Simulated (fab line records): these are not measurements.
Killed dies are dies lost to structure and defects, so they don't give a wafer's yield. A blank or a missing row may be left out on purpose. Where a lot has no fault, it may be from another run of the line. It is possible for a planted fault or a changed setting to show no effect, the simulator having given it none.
Comparing a struck lot with a sound one ; flow nand_harc ; 15 out of 1159 route steps
Sound: wafers L856.1, L856.2, L856.5. Wafers struck: L846.3, L846.4, L846.5. The cause is named last.
For every step that has rows: the tool of each side, followed by ch and its chambers, followed by its first start. Under that, the readings that differ: sound wafers ; struck wafers ; difference of the means ; sigmas: that difference in standard deviations of wafers without a fault.
alike: words and numbers the same on both sides, and readings whose means are apart by under 2 such deviations; not compared: readings that were withheld, readings missing a value for some wafer, numbers with overlapping values and no deviation given by the record, and bounds like >300 which may hide the same value.
A row with sigmas, a row that says differs or no value, or rows on one side alone: a step with any of these is where the two part. When numbers do not overlap yet have no deviation, they are printed without sigmas and do not part them. Lack of a reading on every wafer of one side parts them only where that side has two or more wafers.

first, 5 steps without rows for these wafers: NHARC_A_CHANNEL_HOLE_D1_SOFTBAKE_05 (time 55 s); NHARC_A_CHANNEL_HOLE_D1_EBR_06; NHARC_A_CHANNEL_HOLE_D1_EXPOSE_07 (exposes mask HOLE D1, target cd 100 nm); NHARC_A_CHANNEL_HOLE_D1_PEB_08 (peb time 65 s); NHARC_A_CHANNEL_HOLE_D1_DEVELOP_09 (develop time 35 s).
NHARC_A_CHANNEL_HOLE_D1_CD_MEAS_10: the cd target is 100 nm.
  sound on cd_sem-02 ch 0, day 11 23:10; struck on cd_sem-02 ch 0, day 9 03:46
  alike: cd_nm
NHARC_A_CHANNEL_HOLE_D1_OVL_MEAS_11:
  sound: overlay-01 at day 11 23:14; struck: overlay-01 at day 9 03:50
  alike: overlay_x_nm, overlay_y_nm
NHARC_A_CHANNEL_HOLE_D1_INSPECT_12:
  sound: defect_inspect-02 at day 11 23:17; struck: defect_inspect-02 at day 9 03:53
  alike: raw_defect_count
NHARC_A_CHANNEL_HOLE_D1_DESCUM_15: chemistry O2, time 3 s.
  sound on rie_diel-06 ch 0,3, day 11 23:22; struck on rie_diel-10 ch 0,1, day 9 03:56
  alike: drypump_motor_current_A, oes_product_au, rf_vpp_V, showerhead_plenum_p_Torr, throttle_valve_pct
  not compared: rf_hours_counter_h
NHARC_A_CHANNEL_HOLE_D1_ETCH_38: etches the open film in CF4, target depth 39 nm, time 65 s.
  sound on rie_diel-06 ch 0,1, day 11 23:27; struck on rie_diel-10 ch 0,1,3, day 9 04:02
  alike: bias_w, cf4_flow_sccm, drypump_motor_current_A, oes_product_au, rf_vpp_V, showerhead_plenum_p_Torr, throttle_valve_pct
  not compared: rf_hours_counter_h
NHARC_A_CHANNEL_HOLE_D1_ETCH_39: etches the open film in N2/H2, target depth 260 nm, time 325 s.
  sound: rie_diel-06 ch 0,3; struck: rie_diel-10 ch 0,2,3
  alike: bias_w, chamber_pressure_mTorr, drypump_motor_current_A, oes_product_au, rf_vpp_V, showerhead_plenum_p_Torr, throttle_valve_pct
  not compared: rf_hours_counter_h
NHARC_A_CHANNEL_HOLE_D1_ETCH_34: etches the open film in CF4/CHF3, target depth 154 nm, time 77 s.
  sound: rie_diel-06 ch 0,1,2; struck: rie_diel-10 ch 0,3
reading;sound;struck;difference;sigmas
throttle_valve_pct (%);16.786 16.793 16.781;16.805 16.799 16.823;+0.022;+3
  alike: bias_w, cf4_flow_sccm, drypump_motor_current_A, oes_product_au, rf_vpp_V, showerhead_plenum_p_Torr
  not compared: rf_hours_counter_h
NHARC_A_CHANNEL_HOLE_D1_ETCH_16: etches the open film in O2/COS, target depth 3100 nm, time 806 s.
  sound on rie_diel-06 ch 2,3, day 11 23:53; struck on rie_diel-10 ch 0,2, day 9 04:33
  no value came back on the struck wafers for any of 8 readings (bias_w (W), chamber_pressure_mTorr (mTorr) and others); on the sound wafers bias_w (W) reads 298.8 300.1 299.5
  not compared: rf_hours_counter_h
NHARC_A_CHANNEL_HOLE_D1_CD_MEAS_18:
  sound: cd_sem-02 at day 12 00:28; struck: cd_sem-01 at day 9 05:08
  alike: cd_nm
-- jump in the record: it breaks off in module A_CHANNEL_HOLE_D1 and resumes in module END (first step shown: number 1159 of the route), and 12 days separate the struck wafers' starts before and after --
NHARC_END_SORT_01:
  sound on prober-02 ch 0, day 24 03:44; struck on prober-02 ch 0, day 21 00:48
reading;sound;struck;difference;sigmas
killed_at_array;37;674 677 675;+638;+68
killed_dies;39;677 677 677;+638;+71
  alike: killed_at_other, killed_at_periphery, killed_open, killed_short

WHERE THEY PART
First at NHARC_A_CHANNEL_HOLE_D1_ETCH_34; last, within this record, at NHARC_END_SORT_01.

WHY: what the simulator had put in
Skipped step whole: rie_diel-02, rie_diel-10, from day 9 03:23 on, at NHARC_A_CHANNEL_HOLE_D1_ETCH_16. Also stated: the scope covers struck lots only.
